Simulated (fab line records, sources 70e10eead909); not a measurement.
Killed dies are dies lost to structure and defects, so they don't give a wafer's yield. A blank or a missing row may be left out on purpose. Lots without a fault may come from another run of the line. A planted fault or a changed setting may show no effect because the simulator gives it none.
Chamber matching | flow nand_harc | NHARC_A_STAIRCASE_ETCH_313 on rie_diel-08: 4 sister chambers
The step etches the open film in CF4/CHF3. 20 wafers are shown with their chamber, then 10 later ones without.

WAFERS WITH THEIR CHAMBER
wafer  | chamber | drypump_motor_current_A (A) | showerhead_plenum_p_Torr (Torr) | rf_vpp_V (V)
L076.1 | 2       | 6.3                         | 1.60                            | 371.2
L076.2 | 0       | 6.2                         | 1.58                            | 371.1
L076.5 | 2       | 6.3                         | 1.60                            | 371.3
L080.1 | 2       | 6.2                         | 1.60                            | 370.2
L080.2 | 1       | 6.0                         | 1.53                            | 369.5
L080.3 | 3       | 6.5                         | 1.50                            | 367.7
L081.1 | 0       | 6.2                         | 1.57                            | 369.9
L081.3 | 1       | 6.0                         | 1.53                            | 369.2
L081.6 | 1       | 6.0                         | 1.53                            | 367.8
L082.1 | 2       | 6.3                         | 1.60                            | 371.9
L082.3 | 3       | 6.5                         | 1.50                            | 367.7
L082.6 | 1       | 6.0                         | 1.53                            | 370.0
L089.2 | 0       | 6.2                         | 1.57                            | 371.4
L089.3 | 2       | 6.2                         | 1.60                            | 370.9
L089.6 | 1       | 6.0                         | 1.52                            | 369.3
L086.1 | 2       | 6.2                         | 1.60                            | 371.5
L086.3 | 3       | 6.5                         | 1.50                            | 367.9
L086.5 | 0       | 6.2                         | 1.57                            | 371.2
L088.1 | 2       | 6.2                         | 1.59                            | 372.3
L088.3 | 3       | 6.5                         | 1.50                            | 367.2

SIGNATURES (means of the wafers above)
reading                  | chamber 0 | chamber 1 | chamber 2 | chamber 3 | scatter within a chamber
drypump_motor_current_A  | 6.200     | 6.000     | 6.243     | 6.500     | 0.0327
showerhead_plenum_p_Torr | 1.5725    | 1.5280    | 1.5986    | 1.5000    | 0.00388
rf_vpp_V                 | 370.900   | 369.160   | 371.329   | 367.625   | 0.667
Rule: a wafer's distance from a chamber is the root of the sum, over the readings, of the square of ((its reading less the chamber's mean) divided by the reading's scatter). The wafer belongs to the nearest chamber; if the next one is less than 2 further off, it can't be placed. The scatter: the root of (the sum of the squares of (reading less its chamber's mean) over the shown wafers, divided by (wafers less chambers)).

WAFERS WITHOUT THEIR CHAMBER
wafer  | drypump_motor_current_A (A) | showerhead_plenum_p_Torr (Torr) | rf_vpp_V (V)
L088.5 | 6.0                         | 1.52                            | 369.0
L093.3 | 6.5                         | 1.49                            | 367.7
L093.4 | 6.0                         | 1.52                            | 367.2
L093.5 | 6.0                         | 1.52                            | 368.9
L096.2 | 6.0                         | 1.52                            | 368.4
L096.3 | 6.2                         | 1.57                            | 370.5
L096.4 | 6.5                         | 1.49                            | 367.8
L097.2 | 6.0                         | 1.52                            | 368.8
L097.3 | 6.5                         | 1.49                            | 368.1
L097.6 | 6.5                         | 1.49                            | 367.6

WHICH CHAMBER EACH WENT THROUGH
wafer  | from the rows above | in truth
L088.5 | 1                   | 1
L093.3 | 3                   | 3
L093.4 | 1                   | 1
L093.5 | 1                   | 1
L096.2 | 1                   | 1
L096.3 | 0                   | 0
L096.4 | 3                   | 3
L097.2 | 1                   | 1
L097.3 | 3                   | 3
L097.6 | 3                   | 3
Placed correctly: 10 of 10. Can't be placed from these rows: 0. Placed wrongly: 0.
